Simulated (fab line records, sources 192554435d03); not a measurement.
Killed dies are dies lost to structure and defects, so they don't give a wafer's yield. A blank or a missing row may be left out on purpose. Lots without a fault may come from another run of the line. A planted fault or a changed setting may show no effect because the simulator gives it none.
Split-lot experiment | flow n5_finfet | 7 lots, 21 wafers read, on a route of 1938 steps

THE SPLIT
At N5_BEOL_M12_SPUTTER_43 (material TaN, target thk 15 nm, time 24.19 s), the setting power_w was moved away from the recipe's 15000 W on 6 of the 21 wafers read, by -11.9% to +16.6%. The other wafers ran this setting at the recipe's value.

The reading is taken at the split's own step.

THE READING
TaN_of_BEOL_M12_SPUTTER_43.thk_nm (the simulator's own value, which no gauge read), in nm, at N5_BEOL_M12_SPUTTER_43 (material TaN, target thk 15 nm, time 24.19 s). The file gives no usual value for it. The 15 wafers here that ran the recipe average 15.0 nm, standard deviation 0.17 nm.

wafer  | tool, chamber at the split | power_w as run, W | against the recipe | TaN_of_BEOL_M12_SPUTTER_43.thk_nm, nm | against lot-mates on the recipe
L080.1 | pvd_sputter-01, -          | 15680             | +4.5%              | 15.6                                  | +0.8
L080.3 | pvd_sputter-01, -          | 15000             | recipe             | 14.8                                  | -
L080.6 | pvd_sputter-01, -          | 15000             | recipe             | 14.8                                  | -
L081.1 | pvd_sputter-01, -          | 15000             | recipe             | 15.2                                  | -
L081.4 | pvd_sputter-01, -          | 15000             | recipe             | 15                                    | -
L081.6 | pvd_sputter-01, -          | 16910             | +12.7%             | 17                                    | +1.9
L082.2 | pvd_sputter-03, -          | 15000             | recipe             | 15.2                                  | -
L082.4 | pvd_sputter-03, -          | 15000             | recipe             | 15.2                                  | -
L082.5 | pvd_sputter-03, -          | 15000             | recipe             | 15.2                                  | -
L083.4 | pvd_sputter-02, -          | 15000             | recipe             | 14.8                                  | -
L083.5 | pvd_sputter-02, -          | 15000             | recipe             | 15                                    | -
L083.6 | pvd_sputter-02, -          | 13820             | -7.9%              | 13.6                                  | -1.3
L089.2 | pvd_sputter-02, -          | 17490             | +16.6%             | 17.6                                  | +2.6
L089.3 | pvd_sputter-02, -          | 15000             | recipe             | 15                                    | -
L089.4 | pvd_sputter-02, -          | 17490             | +16.6%             | 17.4                                  | +2.4
L093.1 | pvd_sputter-02, -          | 15000             | recipe             | 14.8                                  | -
L093.5 | pvd_sputter-02, -          | 15000             | recipe             | 14.8                                  | -
L093.4 | pvd_sputter-02, -          | 15000             | recipe             | 15                                    | -
L094.2 | pvd_sputter-01, -          | 15000             | recipe             | 14.8                                  | -
L094.6 | pvd_sputter-01, -          | 15000             | recipe             | 14.8                                  | -
L094.3 | pvd_sputter-01, -          | 13220             | -11.9%             | 13                                    | -1.8

THE FIT
A straight line over all 21 wafers: TaN_of_BEOL_M12_SPUTTER_43.thk_nm changes by +0.158 nm for each +1% of power_w; r = +0.99; the points scatter about the line by 0.16 nm.
The same after taking each lot's own level away (the mean of its wafers on the recipe; 21 wafers): +0.152 nm for each +1%; r = +1.00; scatter 0.077 nm.
On that fit, the largest move of power_w shifts the reading by 2.5 nm.
The lots' own levels span 14.80 to 15.20 nm, that is 2.4 times the standard deviation above.
So the lot-to-lot level changes the slope little: the two slopes agree.
Check: with one of the wafers moved furthest among these (+16.6%) left out of the fit, the line predicts +2.49 nm for it against its lot-mates. It came out at +2.6 nm against them.

OTHER SPLITS ON THESE WAFERS
These wafers also went through other splits before the reading. Each is held against what the fit with the lots' levels taken away leaves over:
other split on the same wafers | wafers away from the commonest value | r with TaN_of_BEOL_M12_SPUTTER_43.thk_nm (lot level and that fit taken away)
N5_BEOL_M11_PEB_26 peb_time_s  | 6                                    | +0.20
N5_BEOL_M11_VIA_ETCH_34 time_s | 8                                    | -0.18

THE FILE'S OWN FIT
TaN_of_BEOL_M12_SPUTTER_43.thk_nm changes by +0.153 nm for each +1% of power_w, r = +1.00.
